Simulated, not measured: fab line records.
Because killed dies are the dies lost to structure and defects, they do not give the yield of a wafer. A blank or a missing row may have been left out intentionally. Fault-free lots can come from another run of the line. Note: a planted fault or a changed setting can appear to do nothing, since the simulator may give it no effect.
8D (eight disciplines) problem report, filled in by code	flow n5 finfet	the parts of the form that need people (team, actions taken, sign-off) are left out

## 1. PROBLEM STATEMENT
Wafers with no fault read 0.993 a.u. with a standard deviation of 0.018, whereas oes product au at N5_PMOS_HMC_CHANNEL_EPI_ETCH_38 reads a mean of 0.819 a.u. on 1 wafer of 1 lot. That puts it -9.7 standard deviations away from the usual mean.
The step: etches SiO2 in CF4, target depth 1.5 nm.
First observed at day 5 05:38: wafer L674.5, on rie si-05. Wafers with a number at this step in the record: 30, from 10 lots. Rule for "out" (also "out of limits"): further than 4 standard deviations from the usual mean. The other wafers with a number count as sound.

## 2. WHAT IT IS, AND WHAT IT ISN'T
question	is	is not
which readings at this step	oes product au	drypump motor current A, throttle valve pct
which lots	L674	L660, L662, L664, L665, L667, L671, L675, L681, L683
which wafers of those lots	L674.5	L674.1, L674.6
read on which tools	rie si-05	rie si-02, rie si-04
when	from day 5 05:38	up to then (20 sound wafers); but 9 sound wafers of L675, L681, L683 came after

## 3. SUSPECTS, AND WHAT RULES EACH OUT
Counting: a tool at a process step up to the reading stays a suspect if it ran every lot that is out. Sound lots after the first of them don't rule it out here, since some wafers of a struck lot are sound.
- rie si-05 at N5_PMOS_HMC_CHANNEL_EPI_ETCH_38 (etches SiO2 in CF4, target depth 1.5 nm): kept. It ran the lot that is out, L674 (day 5 05:38); its last sound lot up to then is L671 (day 4 12:20). On those wafers its own readings are out: oes product au.
- In rie si-05 at N5_PMOS_HMC_CHANNEL_EPI_ETCH_38, the wafers that are out were processed in chamber 3 and their sound lot-mates in chambers 0, 2.
Left after counting: rie si-05 at N5_PMOS_HMC_CHANNEL_EPI_ETCH_38.

## 4. THE CAUSE (what the simulator had put in)
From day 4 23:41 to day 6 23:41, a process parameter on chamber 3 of rie si-05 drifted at N5_PMOS_HMC_CHANNEL_EPI_ETCH_38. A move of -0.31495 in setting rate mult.
Counting left only this tool.

## 5. THE EFFECT CHAIN, in route order
Each row: a reading whose mean over the struck wafers that have a number lies more than 3 standard deviations from the usual. Only readings whose record carries a usual standard deviation are examined. hours: median over the lots of the time between each lot's start at the first step of this table that gives one and its start at this step. sigmas: the change, counted in usual standard deviations.
hours	step	reading	usual	on struck wafers	change	sigmas
0	N5_PMOS_HMC_CHANNEL_EPI_ETCH_38	oes product au	0.993 a.u.	0.819	-0.174	-9.7
It contains these process steps:
- N5_PMOS_HMC_CHANNEL_EPI_ETCH_38: etches SiO2 in CF4, target depth 1.5 nm.
At these later measuring or inspecting steps, every struck wafer for which the step has a row has a number for every such reading, and none has moved that far: N5_PMOS_HMC_CHANNEL_EPI_THK_MEAS_22, N5_BEOL_M4_RC_MEAS_101.

## 6. WHAT WOULD HAVE CAUGHT IT SOONER
In this record no reading fell out of limits until day 5 05:38, 6 hours after the fault had begun at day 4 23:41.
